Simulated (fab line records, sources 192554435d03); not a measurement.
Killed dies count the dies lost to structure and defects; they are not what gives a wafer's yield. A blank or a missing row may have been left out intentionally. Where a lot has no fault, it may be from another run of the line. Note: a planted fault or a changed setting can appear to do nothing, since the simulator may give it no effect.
Matching of chambers	flow n5Finfet	rieDiel-06 running N5_BEOL_M6_ETCH_65: 4 sister chambers
The step etches SiARC in CF4, target depth 15.6 nm, time 26 s. 8 wafers are shown with their chamber, then 11 later ones without.

## WAFERS WITH THEIR CHAMBER
wafer	chamber	drypumpMotorCurrentA (A)	throttleValvePct (%)
L083.3	3	4.9	15.7
L084.6	1	5.6	15.7
L085.6	1	5.6	15.7
L086.5	0	5.2	15.1
L087.1	2	5.7	15.1
L087.2	3	4.9	15.3
L087.5	2	5.6	15.1
L089.2	0	5.2	15.1

## WAFERS MISSING THEIR CHAMBER
wafer	drypumpMotorCurrentA (A)	throttleValvePct (%)
L089.3	4.9	15.3
L089.5	5.2	15.1
L094.1	5.6	15.7
L094.2	5.6	15.1
L094.6	5.0	15.3
L096.1	4.9	15.3
L096.2	5.6	15.1
L096.4	5.2	15.1
L097.1	5.7	15.2
L097.2	5.0	15.3
L097.4	5.2	15.1

## WHICH CHAMBER EACH ONE RAN IN
wafer	from the rows above	in truth
L089.3	3	3
L089.5	0	0
L094.1	1	1
L094.2	2	2
L094.6	3	3
L096.1	3	3
L096.2	2	2
L096.4	0	0
L097.1	2	2
L097.2	3	3
L097.4	0	0
Placed correctly: 11 of 11. Can't be placed from these rows: 0. Placed wrongly: 0.
How it was worked out, from the rows above alone: a wafer's distance from a chamber is the root of the sum, over the readings, of the square of ((its reading less the chamber's mean) divided by the reading's scatter). If the next closest chamber is less than 2 further off than the closest, the wafer can't be placed; otherwise it belongs to the closest. Each chamber's mean is taken over the wafers shown for it. The scatter: the root of (the sum of the squares of (reading less its chamber's mean) over the shown wafers, divided by (wafers less chambers)).
